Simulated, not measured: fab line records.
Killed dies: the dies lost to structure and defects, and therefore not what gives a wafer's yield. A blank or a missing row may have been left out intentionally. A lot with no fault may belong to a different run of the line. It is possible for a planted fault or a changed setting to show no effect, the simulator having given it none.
Which tool is to blame?    flow n5_finfet    at 1 step of a route of 1938, 10 lots with 30 wafers sampled

== WHAT THE GAUGES SHOWED, per wafer ==
N5_BEOL_M0_INSPECT_127: inspects for defects (darkfield).
lot   measured      on                 raw_defect_count
L633  day 5 22:36   defect_inspect-01  99 58 79
L634  day 6 07:07   defect_inspect-01  54 125 61
L635  day 6 16:29   defect_inspect-01  70 54 76
L637  day 6 20:49   defect_inspect-01  75 109 116
L638  day 7 06:02   defect_inspect-01  98 85 68
L639  day 7 19:58   defect_inspect-01  36 40 47
L644  day 9 04:55   defect_inspect-02  106 63 61
L652  day 10 22:14  defect_inspect-02  73 139 60
L654  day 11 07:58  defect_inspect-02  75 51 72
L656  day 12 14:14  defect_inspect-01  67 53 36

== EACH LOT AND THE TOOL THAT RAN IT (in order: tool; ch and the chambers of the sampled wafers; start) ==
The record holds no process step before these readings.

== THE ANSWER, worked out from the rows above alone ==
Rule: usual is defined by the lots themselves. The widest of any qualifying gaps counts: lots, ordered by their means at a reading, are off when they make up no more than a third of the lots, leave a main group of 4 or more, and stand apart from it by 3 or more times the standard deviation of that group's means. A main group whose means are all the same, to the digits that the tables above print for the reading, isn't used. A lot without any number at a reading at which 4 lots or more have one is off too. Any other lot the step has rows for is counted as sound.
Nothing can be told from this: no lot is off at any reading shown.

== WHAT THE SIMULATOR PUT IN ==
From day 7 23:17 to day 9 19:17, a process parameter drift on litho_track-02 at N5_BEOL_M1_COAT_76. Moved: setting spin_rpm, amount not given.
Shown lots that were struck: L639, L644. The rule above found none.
